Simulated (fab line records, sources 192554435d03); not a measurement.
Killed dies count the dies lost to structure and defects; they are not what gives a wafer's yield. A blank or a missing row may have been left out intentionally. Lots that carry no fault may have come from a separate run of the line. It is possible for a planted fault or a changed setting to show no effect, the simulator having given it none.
Split-lot experiment | flow n5Finfet | 21 wafers read from 7 lots, route of 1938 steps

== ABOUT THE SPLIT ==
At N5_BEOL_M0_SAQP_ETCH_88 (etches underlayer in N2/H2, target depth 6.5 nm, time 5.2 s), the setting sourceW was moved away from the recipe's 840 W on 7 of the 21 wafers read, by -9.5% to +17.4%. All remaining wafers had this setting at the recipe value.

Reading taken at the split's own step.

== THE READING ==
rfVppV, in V, at N5_BEOL_M0_SAQP_ETCH_88 (etches underlayer in N2/H2, target depth 6.5 nm, time 5.2 s). A value of 524.1 V with a standard deviation of 2.3 V is what fault-free wafers of this fab line usually give.

wafer  | tool, chamber at the split | sourceW as run, W | against the recipe | rfVppV, V | against lot-mates on the recipe
L079.4 | rieDiel-01, 0              | 840               | recipe             | 525.6     | -
L079.5 | rieDiel-01, 1              | 840               | recipe             | 525.0     | -
L079.6 | rieDiel-01, 2              | 840               | recipe             | 523.2     | -
L089.1 | rieDiel-05, 1              | 840               | recipe             | 524.1     | -
L089.2 | rieDiel-05, 3              | 840               | recipe             | 523.6     | -
L089.3 | rieDiel-05, 2              | 840               | recipe             | 521.4     | -
L090.1 | rieDiel-05, 0              | 760.1             | -9.5%              | 546.3     | no lot-mate on the recipe
L090.2 | rieDiel-05, 3              | 760.1             | -9.5%              | 540.7     | no lot-mate on the recipe
L090.3 | rieDiel-05, 2              | 760.1             | -9.5%              | 539.4     | no lot-mate on the recipe
L092.1 | rieDiel-01, 0              | 986.5             | +17.4%             | 495.0     | -29.0
L092.2 | rieDiel-01, 1              | 840               | recipe             | 524.0     | -
L092.4 | rieDiel-01, 3              | 986.5             | +17.4%             | 494.2     | -29.8
L091.2 | rieDiel-01, 3              | 840               | recipe             | 519.8     | -
L091.4 | rieDiel-01, 2              | 840               | recipe             | 522.1     | -
L091.6 | rieDiel-01, 0              | 840               | recipe             | 523.7     | -
L093.3 | rieDiel-05, 3              | 840               | recipe             | 522.8     | -
L093.5 | rieDiel-05, 2              | 840               | recipe             | 523.7     | -
L093.6 | rieDiel-05, 3              | 840               | recipe             | 524.4     | -
L095.2 | rieDiel-05, 3              | 949.8             | +13.1%             | 501.6     | -23.0
L095.3 | rieDiel-05, 1              | 840               | recipe             | 524.6     | -
L095.4 | rieDiel-05, 0              | 949.8             | +13.1%             | 506.9     | -17.7

FIT RESULTS
A straight line over all 21 wafers: rfVppV changes by -1.69 V for each +1% of sourceW; r = -0.99; the points scatter about the line by 2.3 V.
The same after taking each lot's own level away (the mean of its wafers on the recipe; 18 wafers): -1.64 V for each +1%; r = -0.99; scatter 1.5 V.
On that fit, the largest move of sourceW shifts the reading by 29 V.
The lots' own levels span 521.87 to 524.60 V, that is 1.2 times the standard deviation above.
So the lot-to-lot level changes the slope little: the two slopes agree.
Check: with one of the wafers moved furthest among these (+17.4%) left out of the fit, the line predicts -28.4 V for it against its lot-mates. Against them it came out at -29 V.
Tool readings at the split's step, against how far the setting was moved: rfVppV r = -0.99.

== THE FILE'S OWN FIT ==
rfVppV changes by -1.64 V for each +1% of sourceW, r = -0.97.
